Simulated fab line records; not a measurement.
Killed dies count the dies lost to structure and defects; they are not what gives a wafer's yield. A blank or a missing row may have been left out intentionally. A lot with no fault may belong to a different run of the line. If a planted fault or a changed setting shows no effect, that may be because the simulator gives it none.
fab line records | flow n5_finfet
[record] lots = 4 wafers = 12 last_day = 20
route steps=1938 shown FIN_SAQP@118 FIN_CUT@154 PASSIVATION@1936
lots untouched by any fault: they come from a run of this same line in which no faults occurred
start_h: hours from the record's first day to the start of the lot's first wafer shown | wait_h: hours elapsed since this lot's preceding step | " the same as in the row above | L1.1+2: a single row standing in for several wafers | - either no value or no given start | * or withheld: withheld | < > ~ a bound
route shown NAME@n: names a module that has steps shown in the file, with the first one's number in the route | usual: mean and standard deviation over wafers with no fault | same: alike in all rows | chamber/n: place in a boat | sites: per-site readings | _std_site: the values' standard deviation | _edge_site: mean of outer sites minus mean of inner sites | radius_mm: how far each site lies from the wafer's centre | mask NAME#n: copy n | behind: the last tool/chamber to shape the wafer | hold: what put the lot on hold/how long, in hours/how the hold closed | device: names the non-switching transistor (n, p or np) | end of line: the route-end tests of the same wafers | a step without rows: its recipe alone | killed: dies that structure and defects cost at the first sort, which is not the same as the wafer's yield | map: the dies of a wafer, with x for killed, . for not killed, _ for no die there
set.NAME: the run value of the setting; set.NAME@STEP: its run value at that earlier step | model.NAME: the simulator's own value behind a step, which no gauge read
lots at selected steps of the route; one table per step, one row per wafer
services: a tool's chamber out of use, with start hour (start_h, from the record's first day; less than 0 if before it), hours out, and reason
[[steps]]
[step N5_FIN_SAQP_HM_OPEN_73]
[recipe] chemistry = CHF3/O2 target = SiO2 stop_on = a-Si target_depth_a = 120 over_etch_frac = 1.8 mask_material = SOC time_s = 16.8 pressure_mtorr = 30 source_w = 650 bias_w = 170 Ar_flow_sccm = 200 CHF3_flow_sccm = 50 O2_flow_sccm = 5 ion_energy_ev = 200 ends = end_point
[step N5_FIN_SAQP_STRIP_74]
[recipe] chemistry = CHF3/O2 resist = SiARC rf_frequency_hz = 6e+07
[step N5_FIN_SAQP_MANDREL_ETCH_22]
[recipe] target_depth_a = 600 chemistry = HBr/Cl2 target = a-Si stop_on = SiNx bt_time_s = 10 over_etch_frac = 0.5 time_s = 30 pressure_mtorr = 10 icp_w = 800 bias_w = 75 HBr_flow_sccm = 150 Cl2_flow_sccm = 80 ends = end_point
[step N5_FIN_SAQP_STRIP_55]
[recipe] chemistry = N2/H2 power_w = 500 temp_c = 40 pressure_mtorr = 50 rf_frequency_hz = 6e+07 overash_fraction = 0.3 bias_power_w = 28 h2_frac = 0.5 n2_flow_sccm = 300 h2_flow_sccm = 300
[step N5_FIN_SAQP_STRIP_23]
[recipe] chemistry = SPM time_s = 750 temp_c = 130 h2so4_h2o2_vol_ratio = 4
[step N5_FIN_SAQP_SRD_66]
[recipe] dry = ipa_marangoni time_s = 30 temp_c = 23 rinse_liquid = diw
[step N5_FIN_SAQP_RECESS_75]
[recipe] chemistry = HF/NH3 target = SiO2 target_depth_a = 144 afs_cycles = 3 temp_c = 30 sublimation_temp_c = 180 sublimation_time_s = 60
[step N5_FIN_SAQP_SPACER1_ALD_24]
[recipe] material = SiO2 target_thk_a = 203 temp_c = 300 ald_precursor_family = BDEAS ald_co_reactant = O2-plasma pulse_time_s = 1 purge_time_s = 2 co_reactant_purge_time_s = 2 ald_cycles = 218 pressure_torr = 2
[step N5_FIN_SAQP_SPACER1_ETCHBACK_25]
[recipe] chemistry = CHF3/O2 mode = anisotropic_etchback target = SiO2 target_depth_a = 244 time_s = 12.2 pressure_mtorr = 30 source_w = 650 bias_w = 170 Ar_flow_sccm = 200 CHF3_flow_sccm = 50 O2_flow_sccm = 5 ion_energy_ev = 200
[step N5_FIN_SAQP_MANDREL1_REMOVE_56]
[recipe] chemistry = HBr/Cl2/O2 bt_time_s = 10 target = a-Si stop_on = SiNx endpoint = OES-SiCl over_etch_frac = 1 icp_w = 600 bias_w = 22 HBr_flow_sccm = 150 Cl2_flow_sccm = 80 O2_flow_sccm = 5 pressure_mtorr = 10
[step N5_FIN_SAQP_ETCH_57]
[recipe] chemistry = CH3F/O2 target = SiNx mask_material = SiO2 target_depth_a = 325 time_s = 46.4 pressure_mtorr = 30 source_w = 395 bias_w = 73 Ar_flow_sccm = 150 CH3F_flow_sccm = 30 O2_flow_sccm = 20 ion_energy_ev = 120 ends = cleared
[step N5_FIN_SAQP_ETCH_65]
[recipe] chemistry = CF4 target = SiO2 target_depth_a = 40 ion_energy_ev = 350 time_s = 4.4 pressure_mtorr = 10 icp_w = 800 bias_w = 400 cf4_flow_sccm = 80
[usual] drypump_motor_current_A = 5.36/0.27 oes_product_au = 0.999/0.012 throttle_valve_pct = 21.84/0.18
// columns lot.wafer tool chamber start_h wait_h drypump_motor_current_A oes_product_au rf_hours_counter_h throttle_valve_pct
L425.1 rie_si-01 0 36.01 0.1 5.91 1.008 187 21.86
L425.3 " 1 " " 5.05 1.010 57 21.75
L425.6 " 3 " " 5.43 0.990 - 22.03
L438.3 rie_si-01 3 114.79 0.1 5.45 0.975 131 22.01
L438.4 " 0 " " 5.93 1.002 188 21.85
L438.5 " 1 " " 5.03 1.007 - 21.78
L441.2 rie_si-01 1 132.67 0.1 5.01 1.013 59 21.77
L441.4 " 0 " " 5.93 1.015 189 21.88
L441.6 " 3 " " 5.43 0.981 - 22.01
L446.2 rie_si-06 1 162.23 0.1 5.33 0.997 130 21.78
L446.3 " 0 " " 5.51 1.012 51 21.64
L446.5 " 2 " " 5.09 1.000 - 21.74
[step N5_FIN_SAQP_MANDREL_ETCH_58]
[recipe] chemistry = HBr/Cl2 target = a-Si target_depth_a = 450 bt_time_s = 10 stop_on = SiNx mask_material = SiO2 over_etch_frac = 0.8 time_s = 27 pressure_mtorr = 10 icp_w = 800 bias_w = 75 HBr_flow_sccm = 150 Cl2_flow_sccm = 80 ends = end_point
[step N5_FIN_SAQP_RECESS_63]
[recipe] chemistry = HF/NH3 target = SiO2 target_depth_a = 180 afs_cycles = 3 temp_c = 30 sublimation_temp_c = 180 sublimation_time_s = 60
[step N5_FIN_SAQP_COAT_68]
[recipe] resist = SOC temp_c = 250 time_s = 60 spin_rpm = 1500 resist_thk_nm = 100
[step N5_FIN_SAQP_ETCH_69]
[recipe] chemistry = N2/H2 target = SOC target_depth_a = 1500 stop_on = SiNx ion_energy_ev = 100 bias_w = 61 pressure_mtorr = 30 source_w = 850 n2_flow_sccm = 200 h2_flow_sccm = 200
[step N5_FIN_SAQP_ETCH_67]
[recipe] chemistry = CH3F/O2 target = SiNx target_depth_a = 300 mask_material = SOC pressure_mtorr = 30 source_w = 395 bias_w = 73 Ar_flow_sccm = 150 CH3F_flow_sccm = 30 O2_flow_sccm = 20 ion_energy_ev = 120
[step N5_FIN_SAQP_STRIP_70]
[recipe] chemistry = N2/H2 power_w = 500 temp_c = 40 pressure_mtorr = 50 rf_frequency_hz = 6e+07 overash_fraction = 0.3 bias_power_w = 28 h2_frac = 0.5 n2_flow_sccm = 300 h2_flow_sccm = 300
[step N5_FIN_SAQP_RECESS_71]
[recipe] chemistry = HF/NH3 target = SiO2 target_depth_a = 30 afs_cycles = 1 temp_c = 30 sublimation_temp_c = 180 sublimation_time_s = 60
[step N5_FIN_SAQP_SPACER2_ALD_28]
[recipe] material = SiO2 target_thk_a = 81 temp_c = 300 ald_precursor_family = BDEAS ald_co_reactant = O2-plasma pulse_time_s = 1 purge_time_s = 2 co_reactant_purge_time_s = 2 pressure_torr = 2
[step N5_FIN_SAQP_SPACER2_ETCHBACK_29]
[recipe] chemistry = CHF3/O2 mode = anisotropic_etchback target = SiO2 target_depth_a = 122 time_s = 6.1 pressure_mtorr = 30 source_w = 650 bias_w = 170 Ar_flow_sccm = 200 CHF3_flow_sccm = 50 O2_flow_sccm = 5 ion_energy_ev = 200
[step N5_FIN_SAQP_MANDREL2_REMOVE_60]
[recipe] chemistry = HBr/Cl2/O2 bt_time_s = 10 target = a-Si stop_on = SiNx endpoint = OES-SiCl over_etch_frac = 1 icp_w = 600 bias_w = 22 HBr_flow_sccm = 150 Cl2_flow_sccm = 80 O2_flow_sccm = 5 pressure_mtorr = 10
[step N5_FIN_SAQP_HM_OPEN_33]
[recipe] chemistry = CH3F/O2 target = SiNx mask_material = SiO2 target_depth_a = 494 time_s = 70.6 pressure_mtorr = 30 source_w = 395 bias_w = 73 Ar_flow_sccm = 150 CH3F_flow_sccm = 30 O2_flow_sccm = 20 ion_energy_ev = 120 ends = cleared
[step N5_FIN_SAQP_ETCH_34]
[recipe] chemistry = C4F6/O2 target = SiO2 target_depth_a = 450 time_s = 15 ion_energy_ev = 250 pressure_mtorr = 30 source_w = 345 bias_w = 185 Ar_flow_sccm = 300 C4F6_flow_sccm = 10 O2_flow_sccm = 10 ends = cleared
[step N5_FIN_SAQP_STRIP_77]
[recipe] chemistry = N2/H2 time_s = 90 power_w = 100 temp_c = 40 pressure_mtorr = 100 rf_frequency_hz = 6e+07 bias_power_w = 3 n2_flow_sccm = 300 h2_flow_sccm = 300
[step N5_FIN_SAQP_ETCH_64]
[recipe] chemistry = CF4 target = SiO2 target_depth_a = 15 ion_energy_ev = 350 pressure_mtorr = 10 icp_w = 800 bias_w = 400 cf4_flow_sccm = 80
[step N5_FIN_SAQP_FIN_ETCH_36]
[recipe] chemistry = HBr/Cl2/O2 target_depth_a = 1200 mask_material = SiNx time_s = 50.4 bias_w = 102 pressure_mtorr = 10 icp_w = 800 HBr_flow_sccm = 150 Cl2_flow_sccm = 80 O2_flow_sccm = 12
[step N5_FIN_SAQP_PRECLEAN_38]
[recipe] chemistry = O3/DIW time_s = 45 temp_c = 22 o3_ppm = 10
[step N5_FIN_SAQP_PRECLEAN_45]
[recipe] chemistry = dHF time_s = 10 dilution = 500:1 temp_c = 25
[step N5_FIN_SAQP_SRD_39]
[recipe] dry = ipa_marangoni time_s = 30 temp_c = 23 rinse_liquid = diw
[step N5_FIN_SAQP_INSPECT_40]
[recipe] inspect_instrument = brightfield mode = aei
[usual] raw_defect_count = 234/64
// columns lot.wafer tool chamber start_h wait_h raw_defect_count
L425.1 defect_inspect-01 - 38.32 0.0 229
L425.3 " - " " 209
L425.6 " - " " 344
L438.3 defect_inspect-02 - 117.12 0.0 138
L438.4 " - " " 980
L438.5 " - " " 204
L441.2 defect_inspect-01 - 134.65 0.0 262
L441.4 " - " " 1038
L441.6 " - " " 209
L446.2 defect_inspect-02 - 164.51 0.0 246
L446.3 " - " " 237
L446.5 " - " " 165
[step N5_FIN_CUT_COAT_18]
[recipe] resist = SOC temp_c = 250 time_s = 60 spin_rpm = 1500 resist_thk_nm = 230
[step N5_FIN_CUT_COAT_19]
[recipe] resist = SiARC temp_c = 220 time_s = 60 spin_rpm = 1500 resist_thk_nm = 20
[step N5_FIN_CUT_COAT_29]
[recipe] resist = underlayer temp_c = 205 time_s = 60 spin_rpm = 1500 resist_thk_nm = 10
[step N5_FIN_CUT_COAT_02]
[recipe] resist = CAR-EUV spin_rpm = 1500 resist_thk_nm = 30
[step N5_FIN_CUT_EBR_04]
[recipe] solvent = PGMEA ebr_width_mm = 1.5
[step N5_FIN_CUT_SOFTBAKE_03]
[recipe] temp_c = 110 time_s = 60 resist = CAR-EUV
[step N5_FIN_CUT_INSPECT_10]
[recipe] mode = adi inspect_instrument = brightfield
[usual] raw_defect_count = 42/12
// columns lot.wafer tool chamber start_h wait_h raw_defect_count
L425.1 defect_inspect-01 - 38.72 0.1 34
L425.3 " - " " 30
L425.6 " - " " 68
L438.3 defect_inspect-02 - 117.63 0.0 41
L438.4 " - " " 839
L438.5 " - " " 25
L441.2 defect_inspect-01 - 135.16 0.0 54
L441.4 " - " " 803
L441.6 " - " " 35
L446.2 defect_inspect-02 - 164.90 0.0 39
L446.3 " - " " 38
L446.5 " - " " 26
[step N5_PASSIVATION_PROBE_49]
[usual] killed_at_M0_to_M3 = 36/10 killed_at_M4_up = 14/5.2 killed_at_contacts = 12/6 killed_at_front_end = 37/10 killed_at_other = 4/3.3 killed_dies = 104/18 killed_on_rim = 14/4.1 killed_open = 68/14 killed_short = 34/7.4
[same] gross_dies = 1180 killed_at_back_side = 0
// columns lot.wafer tool chamber start_h wait_h killed_at_M0_to_M3 killed_at_M4_up killed_at_contacts killed_at_front_end killed_at_other killed_dies killed_on_rim killed_open killed_short
L438.4 prober-01 - 399.21 0.2 39 14 2 93 12 160 30 54 28
L438.5 prober-01 - 399.26 0.2 50 3 7 48 13 121 25 63 40
L441.4 prober-02 - 439.57 0.2 38 18 8 105 4 173 35 76 28
L446.2 prober-01 - 478.25 0.1 48 16 3 23 2 92 12 57 34
L446.3 prober-01 - 478.30 0.1 42 9 6 29 12 98 6 60 37
// killed by level:class
L438.4 FIN_SAQP:unspecified=70 BEOL_M0_SAQP:geometric_particle:open=9 BEOL_M0_SAQP:geometric_particle:short=8 PASSIVATION:area_etch=8 FIN_SAQP:geometric_particle:open=7 BEOL_M4:geometric_particle:open=6 BEOL_M0:geometric_particle:open=5 BEOL_M2:geometric_particle:open=5
L438.5 BEOL_M0_SAQP:geometric_particle:open=14 HKMG_FIN:area_etch=13 BEOL_M3:geometric_particle:open=10 FIN_SAQP:geometric_particle:short=9 BEOL_M0_SAQP:geometric_particle:short=9 FIN_SAQP:geometric_particle:open=7 MOL_CONTACT_COAG:geometric_particle:open=7 BEOL_M2:geometric_particle:short=5
L441.4 FIN_SAQP:unspecified=68 FIN_SAQP:geometric_particle:open=10 BEOL_M2:geometric_particle:open=9 STI_FIN_REVEAL:geometric_particle:open=9 BEOL_M1:geometric_particle:open=8 MOL_CONTACT_COAG:geometric_particle:open=6 BEOL_M0_SAQP:geometric_particle:short=6 BEOL_M3:geometric_particle:open=5
L446.2 BEOL_M2:geometric_particle:open=13 BEOL_M3:geometric_particle:open=8 BEOL_M2:geometric_particle:short=7 STI_FIN_REVEAL:geometric_particle:open=6 BEOL_M0_SAQP:geometric_particle:short=6 BEOL_M4:geometric_particle:open=6 STI_FIN_REVEAL:geometric_particle:short=5 BEOL_M0_SAQP:geometric_particle:open=5
L446.3 BEOL_M0_SAQP:geometric_particle:open=10 GATE_CUT:geometric_particle:short=7 BEOL_M1:geometric_particle:open=7 MOL_CONTACT_COAG:geometric_particle:open=6 BEOL_M0_SAQP:geometric_particle:short=6 FIN_SAQP:geometric_particle:short=5 BEOL_M2:geometric_particle:open=5 MIM_TOP_ETCH:geometric_particle:open=5
// map L438.4 (x killed, . not)
_________________......x.x...________________
______________.................._____________
___________..x..............x.x.xxx__________
__________.....................xxxxx_________
________.....x.....x...........xxxxxxx_______
_______.............x........x..xxxxxxx______
______....................x.....xxxxxxxx_____
_____...x.......x..............xxxxxxxxxx____
____.................x........x..xxxxxxxxx___
___.............x...............xxxxxxxxxxx__
___......x.....x......x............xxxxxxxx__
__.........x........................x...xxx._
__.........x...x...x...........x....x......._
_.....x...............................x......
_.......................x.x..x...............
_..........x.........x....x.....xx...........
_.....x.....x......x....xx.................x.
_......x.x.......................x........x..
_.................................xx.........
_...............x....x.......x.x.x...........
_............x........................x.....x
__..........x...............x...x...x....x.x_
__.xx........x.............x................_
___......x................x...............x__
___.............................x.....xx...__
____.......................x............x.___
_____.......x..........x...........x.....____
______.................................._____
_______.....................x.......x..______
________................x............._______
__________..x.......x......x........_________
___________x.....x....x..x..x......__________
______________x......x.........._____________
_________________............________________
// map L441.4 (x killed, . not)
_________________..x.x.......________________
______________.x..x...x........._____________
___________.....x...............xxx__________
__________....x................xx.xx_________
________......................xxxxxxxx_______
_______.x......................xxxxxxxx______
______.......x..x......x.....xxxxxxxxxxx_____
_____..x....x...........x....x.xxxxxxxxxx____
____.x..............x......x.x..x.xxxxxxxx___
___............................x.x.xxxxxxx.__
___..x...x....x..x..............x.....x..xx__
__.......x...x.x.xx....x...x........x..x..x._
__........x..................xx.x.....x..x.._
_....x...........................xx....x.x...
_x...x....xx..xxx...........x.....x..........
_....x...x..................x.........x...x..
_.................x..........x...x...........
_.......................................x....
_..x................................x........
_............................................
_.......x.......................x.....xx....x
__.............................x.......x...._
__..x...x.x.x.......x..x.x..........x..x...._
___........................................__
___.......................x................__
____.............................x........___
_____.......x..x.....x........x..........____
______......................x..........x_____
_______..............x.....x.....x...x.______
________..............x.x............._______
__________.....x..............x....._________
___________.........x........x..x.x__________
______________......x..x.......x_____________
_________________x.xx.......x________________
[[services]]
// columns tool chamber start_h hours kind
rie_si-06 - 74.70 2.8 pm
rie_si-01 - 98.96 0.4 repair
rie_si-06 1 124.86 13.7 repair
[[key]]
[first_sign] step = N5_FIN_SAQP_INSPECT_40 reading = raw_defect_count direction = up sigmas = 12 usual = 234 struck = 1009
[effect] step = N5_FIN_CUT_INSPECT_10 reading = raw_defect_count direction = up sigmas = 68 usual = 42 struck = 821
[effect] step = N5_PASSIVATION_PROBE_49 reading = killed_at_front_end direction = up sigmas = 6 usual = 37 struck = 99
[more_kills_born_at] N5_FIN_SAQP_ETCH_65@rie_si-01 = 138
met_at N5_FIN_SAQP_ETCH_65
struck_wafers L438.4,L441.4
tester_left_out L438,L441
[baseline_loss] step = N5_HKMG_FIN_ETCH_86 wafers = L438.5
onset_between 36.01 114.79
[fault] kind = chamber_particle_source tool = rie_si-01 chamber = 0 onset_h = 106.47 steps = N5_FIN_SAQP_ETCH_65 rate_per_visit_cm2 = 1.2234 end_h = 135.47
// tester_left_out: of these lots the tester's yield and bins aren't shown, on N5 and GAA mostly nor the transistor test; their killed dies are dies lost to structure and defects alone, not to doping, threshold or leakage, so they don't give the yield
// baseline_loss: these wafers lose ten dies or more at that step, a loss of the line's own and not of a fault; the sort's usual values leave them out
